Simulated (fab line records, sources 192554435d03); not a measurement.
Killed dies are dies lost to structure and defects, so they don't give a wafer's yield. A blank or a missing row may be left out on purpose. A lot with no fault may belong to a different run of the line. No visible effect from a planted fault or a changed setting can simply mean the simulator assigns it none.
Matching of chambers	flow n5Finfet	N5_BEOL_M9_CMP_52 on cmp-02 has 4 sister chambers
The step polishes, stops on SiCOH lowk, t overpolish 7 s, target thk 140 nm. 4 wafers are shown with their chamber, then 9 later ones without.

## WAFERS, EACH WITH ITS CHAMBER
wafer	chamber	motorCurrentA (A)
L081.3	3	5.9
L088.6	0	5.1
L089.2	1	6.3
L089.6	2	6.1

## WAFERS WITH NO CHAMBER GIVEN
wafer	motorCurrentA (A)
L095.2	5.5
L095.3	6.5
L095.5	6.4
L097.2	5.1
L097.3	6.0
L097.6	6.3
L096.2	5.6
L096.4	6.0
L096.6	6.0

## THE CHAMBER EACH PASSED THROUGH
wafer	from the rows above	in truth
L095.2	can't be placed: 0 or 3 or 2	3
L095.3	can't be placed: 1 or 2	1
L095.5	can't be placed: 1 or 2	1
L097.2	0	0
L097.3	can't be placed: 2 or 3 or 1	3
L097.6	can't be placed: 1 or 2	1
L096.2	can't be placed: 3 or 0 or 2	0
L096.4	can't be placed: 2 or 3 or 1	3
L096.6	can't be placed: 2 or 3 or 1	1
Correctly placed: 1 of 9. Unplaceable from these rows: 8, with the true chamber sitting among the candidates in 8. Wrongly placed: 0.
How it was worked out, from the rows above alone: a wafer's distance from a chamber is the root of the sum, over the readings, of the square of ((its reading less the chamber's mean) divided by the reading's scatter). If the next closest chamber is less than 2 further off than the closest, the wafer can't be placed; otherwise it belongs to the closest. A chamber's mean is the mean of its shown wafers. The scatter (one wafer shown for each chamber): square how far every hidden wafer sits from the nearest shown wafer, average those squares and take the square root.
